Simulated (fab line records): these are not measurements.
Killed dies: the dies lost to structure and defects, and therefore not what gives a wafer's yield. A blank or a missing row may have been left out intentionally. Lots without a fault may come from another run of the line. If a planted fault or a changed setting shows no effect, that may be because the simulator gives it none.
A struck lot beside a sound one    flow n5_finfet    45 out of 1938 route steps
Sound: the wafers L311.1, L311.2, L311.6. Struck: wafer L308.3. The cause comes at the end.
At each step with rows: each side's tool, then ch and its chambers, then its first start. Under that, the readings that differ: sound wafers    struck wafers    difference of the means    sigmas: that difference in standard deviations of wafers without a fault.
alike: readings with means less than 2 such deviations apart, plus words and numbers identical on both sides. not compared: withheld readings, readings lacking a value on some wafer, bounds such as >300 that could conceal the same value, and numbers that have no deviation in the record and whose values overlap.
A row with sigmas, a row that says differs or no value, or rows on one side alone: a step with any of these is where the two part. Numbers that don't overlap but have no deviation are shown without sigmas and don't part them. Lack of a reading on every wafer of one side parts them only where that side has two or more wafers.

first, 3 steps without rows for these wafers: N5_PMOS_HMC_CHANNEL_EPI_HM_STRIP_35 (strips SiO2 in dHF, material SiO2, target depth 39.6 nm, time 216 s); N5_PMOS_HMC_CHANNEL_EPI_SRD_39 (time 30 s); N5_PMOS_HMC_CHANNEL_EPI_CMP_21 (polishes SiGe30, target thk 54 nm).
N5_PMOS_HMC_CHANNEL_EPI_THK_MEAS_22:
  sound on film_metro-02 at day 4 07:41; struck on film_metro-02 at day 3 14:04
  alike: HMC_CMP_THK
then, 5 steps without rows for these wafers: N5_PMOS_HMC_CHANNEL_EPI_PRECLEAN_40 (cleans in DHF, time 30 s); N5_PMOS_HMC_CHANNEL_EPI_PRECLEAN_37 (cleans in O3/DIW, time 45 s); N5_PMOS_HMC_CHANNEL_EPI_PRECLEAN_24 (cleans in DHF, time 30 s); N5_PMOS_HMC_CHANNEL_EPI_SRD_25 (time 30 s); N5_PMOS_HMC_CHANNEL_EPI_EPI_26 (deposits Si from SiH4/H2, target thk 3.8 nm, time 22.7 s).
N5_PMOS_HMC_CHANNEL_EPI_INSPECT_30: inspects for defects (darkfield).
  sound on defect_inspect-01 at day 4 08:11; struck on defect_inspect-02 at day 3 14:36
  alike: raw_defect_count
then, 1 step without rows for these wafers: N5_FIN_SAQP_PRECLEAN_42 (cleans in O3/DIW, time 60 s).
N5_FIN_SAQP_PRECLEAN_00: cleans in SC1, time 60 s.
  sound on wet_bench-04 ch 1,3,7, day 4 08:14; struck on wet_bench-05 ch 2, day 3 14:39
  alike: bath_guard_temp_C
then, 2 steps without rows for these wafers: N5_FIN_SAQP_PRECLEAN_44 (cleans in SC2, time 45 s); N5_FIN_SAQP_SRD_01 (time 30 s).
N5_FIN_SAQP_ALD_61: deposits SiO2, target thk 4 nm, pulse time 1 s, purge time 2 s.
  sound on ald_sin-02 ch 1,2, day 4 08:19; struck on ald_sin-02 ch 0, day 3 15:20
reading             sound        struck  difference  sigmas
heater_power_w (W)  341 435 334  500     +130        +2
  alike: precursor_pulse_height_rel
then, 2 steps without rows for these wafers: N5_FIN_SAQP_DENSIFY_62 (time 60 s); N5_FIN_SAQP_HM_DEP_03 (deposits SiNx from SiH4/NH3/N2, target thk 38 nm, time 33.6 s).
N5_FIN_SAQP_THK_MEAS_05:
  sound on film_metro-01 at day 4 08:50; struck on film_metro-02 at day 3 15:58
  alike: thk_nm
N5_FIN_SAQP_PECVD_47: deposits a-Si from SiH4/He, target thk 45 nm, time 36.3 s.
  sound on pecvd-01 ch 0,1,2, day 4 08:52; struck on pecvd-04 ch 0, day 3 16:00
  alike: heater_power_w, showerhead_plenum_p_Torr, throttle_valve_pct
then, 2 steps without rows for these wafers: N5_FIN_SAQP_PECVD_48 (deposits SiNx from SiH4/NH3/N2, target thk 25 nm, time 22.1 s); N5_FIN_SAQP_PECVD_06 (deposits a-Si from SiH4/He, target thk 60 nm, time 48.1 s).
N5_FIN_SAQP_THK_MEAS_07:
  sound on film_metro-01 at day 4 09:02; struck on film_metro-01 at day 3 16:10
  alike: thk_nm
N5_FIN_SAQP_HM_DEP_72: deposits SiO2 from SiH4/N2O, target thk 12 nm, time 7.2 s.
  sound on pecvd-04 ch 1,2, day 4 09:05; struck on pecvd-01 ch 2, day 3 16:12
  alike: heater_power_w, showerhead_plenum_p_Torr
then, 8 steps without rows for these wafers: N5_FIN_SAQP_COAT_49 (time 60 s, resist thk 100 nm); N5_FIN_SAQP_COAT_50 (time 60 s, resist thk 35 nm); N5_FIN_SAQP_COAT_10 (resist thk 90 nm); N5_FIN_SAQP_EBR_12; N5_FIN_SAQP_SOFTBAKE_11 (time 60 s); N5_FIN_SAQP_EXPOSE_13 (exposes mask FIN CORE, target cd 35.6 nm); N5_FIN_SAQP_PEB_14 (peb time 60 s); N5_FIN_SAQP_DEVELOP_15 (develop time 30 s).
N5_FIN_SAQP_CD_MEAS_16: target cd 35.6 nm.
  sound on cd_sem-03 ch 0, day 4 09:32; struck on cd_sem-03 ch 0, day 3 16:40
  alike: cd_nm
N5_FIN_SAQP_OVL_MEAS_17:
  sound on overlay-01 ch 0, day 4 09:34; struck on overlay-01 ch 0, day 3 16:41
  alike: FIN_CORE_OVL
N5_FIN_SAQP_INSPECT_18: inspects for defects (brightfield).
  sound on defect_inspect-01 at day 4 09:35; struck on defect_inspect-02 at day 3 16:43
reading           sound        struck  difference  sigmas
raw_defect_count  528 403 456  973     +511        +5
N5_FIN_SAQP_DESCUM_21: chemistry O2, time 7.9 s.
  sound on rie_diel-06 ch 0,1,3, day 4 09:52; struck on rie_diel-03 ch 3, day 3 16:45
reading                      sound        struck  difference  sigmas
drypump_motor_current_A (A)  6.7 6.4 5.7  5.2     -1.1        -2
  alike: oes_product_au, rf_vpp_V, showerhead_plenum_p_Torr, throttle_valve_pct
  not compared: rf_hours_counter_h
N5_FIN_SAQP_ETCH_51: etches SiARC in CF4, target depth 45.5 nm, time 75.8 s.
  sound on rie_diel-06 ch 0,1,3, day 4 09:54; struck on rie_diel-03 ch 3, day 3 16:47
reading                      sound        struck  difference  sigmas
drypump_motor_current_A (A)  6.7 6.4 5.7  5.2     -1.1        -2
  alike: etch_rf_on_time_s, oes_product_au, rf_vpp_V, showerhead_plenum_p_Torr, throttle_valve_pct
  not compared: rf_hours_counter_h
then, 5 steps without rows for these wafers: N5_FIN_SAQP_ETCH_52 (etches SOC in N2/H2, target depth 100 nm, overetch 20 nm, time 150 s); N5_FIN_SAQP_STRIP_53 (strips in N2/H2); N5_FIN_SAQP_HM_OPEN_73 (chemistry CHF3/O2, target SiO2, stops on a-Si, target depth 12 nm, time 16.8 s); N5_FIN_SAQP_STRIP_74 (strips in CHF3/O2); N5_FIN_SAQP_MANDREL_ETCH_22 (etches a-Si in HBr/Cl2, stops on SiNx, target depth 60 nm, bt time 10 s, time 30 s).
N5_FIN_SAQP_INSPECT_40: inspects for defects (brightfield).
  sound on defect_inspect-02 at day 4 14:26; struck on defect_inspect-01 at day 3 21:54
reading           sound        struck  difference  sigmas
raw_defect_count  253 175 185  842     +638        +10
N5_FIN_CUT_INSPECT_10: inspects for defects (brightfield).
  sound on defect_inspect-01 at day 4 14:49; struck on defect_inspect-02 at day 3 22:25
reading           sound     struck  difference  sigmas
raw_defect_count  36 30 40  655     +620        +48
N5_FIN_CUT_INSPECT_17: inspects for defects (brightfield).
  sound on defect_inspect-02 at day 4 15:47; struck on defect_inspect-02 at day 3 23:22
reading           sound        struck  difference  sigmas
raw_defect_count  244 194 203  844     +630        +11
N5_PASSIVATION_PROBE_49:
  sound wafers here have rows in the record (prober-01, day 15 01:43); struck ones have none

WHERE THEY PART
Earliest at N5_FIN_SAQP_ALD_61; latest, in this record, at N5_PASSIVATION_PROBE_49.

WHY: whatever the simulator had introduced
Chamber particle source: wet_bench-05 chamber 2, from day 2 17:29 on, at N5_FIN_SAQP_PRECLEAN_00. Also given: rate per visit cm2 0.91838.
